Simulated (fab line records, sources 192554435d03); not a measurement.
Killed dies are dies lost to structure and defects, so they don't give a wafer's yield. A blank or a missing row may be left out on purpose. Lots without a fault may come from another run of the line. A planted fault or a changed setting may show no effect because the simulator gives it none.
One fault seen from 3 desks | flow n5_finfet | each desk has only its own numbers; what lay behind them comes last

THE TOOL OWNER'S DESK: rie_diel-06
The tool's own readings at N5_BEOL_M8_ETCH_41 (etches SiCN in CH3F/O2, target depth 31.9 nm, time 57.8 s): means of the sampled wafers that have a number, for each lot that ran on this tool. A lot is out of limits, marked OUT, if its mean lies more than 4 standard deviations from the usual mean; the brackets give that distance.
Columns: A = drypump_motor_current_A at N5_BEOL_M8_ETCH_41, usual 5.4 A; B = oes_product_au at N5_BEOL_M8_ETCH_41, usual 0.83 a.u.; C = rf_fwd_power_W at N5_BEOL_M8_ETCH_41, usual 391.4 W; D = rf_vpp_V at N5_BEOL_M8_ETCH_41, usual 298.1 V; E = showerhead_plenum_p_Torr at N5_BEOL_M8_ETCH_41, usual 2.04 Torr; F = throttle_valve_pct at N5_BEOL_M8_ETCH_41, usual 16.26 %
lot  | first seen here | A   | B    | C     | D     | E    | F
L273 | day 9 23:53     | 5.3 | 0.74 | 390.5 | 298.3 | 2.03 | 16.31
L275 | day 10 16:28    | 5.5 | 0.86 | 391.6 | 297.1 | 1.99 | 16.36
L278 | day 11 01:28    | 5.0 | 0.95 | 390.7 | 298.2 | 2.07 | 16.30
L291 | day 14 06:37    | 5.4 | 0.74 | 391.0 | 298.5 | 2.07 | 16.28
This desk's finding: nothing out of limits on any of the 4 lots.

THE DEFECT DESK
What the inspections along the route counted, lot by lot: means of the sampled wafers that have a number. A lot is out of limits, marked OUT, if its mean lies more than 4 standard deviations from the usual mean; the brackets give that distance.
Columns: A = raw_defect_count at N5_BEOL_M8_INSPECT_30, usual 402
lot  | first seen here | A
L273 | day 9 23:33     | 289
L275 | day 10 15:59    | 587
L278 | day 11 00:53    | 526
L288 | day 13 00:28    | 454
L291 | day 14 05:35    | 299
L292 | day 14 16:49    | 423
This desk's finding: nothing out of limits on any of the 6 lots.

THE METROLOGY DESK
What the gauges read, lot by lot, whatever tool the lot ran on: means of the sampled wafers that have a number. A lot is out of limits, marked OUT, if its mean lies more than 4 standard deviations from the usual mean; the brackets give that distance.
Columns: A = V7_OVL at N5_BEOL_M8_OVL_MEAS_29, usual 0.1 nm
lot  | first seen here | A
L273 | day 9 23:30     | 0.1
L275 | day 10 15:56    | -0.4
L278 | day 11 00:50    | 0.1
L288 | day 13 00:25    | -0.2
L291 | day 14 05:31    | -0.3
L292 | day 14 16:46    | 0.7
This desk's finding: nothing out of limits on any of the 6 lots.

PUT TOGETHER
The tool owner's desk saw nothing out of limits.
The defect desk saw nothing out of limits.
The metrology desk saw nothing out of limits.

WHAT THE SIMULATOR HAD PUT IN
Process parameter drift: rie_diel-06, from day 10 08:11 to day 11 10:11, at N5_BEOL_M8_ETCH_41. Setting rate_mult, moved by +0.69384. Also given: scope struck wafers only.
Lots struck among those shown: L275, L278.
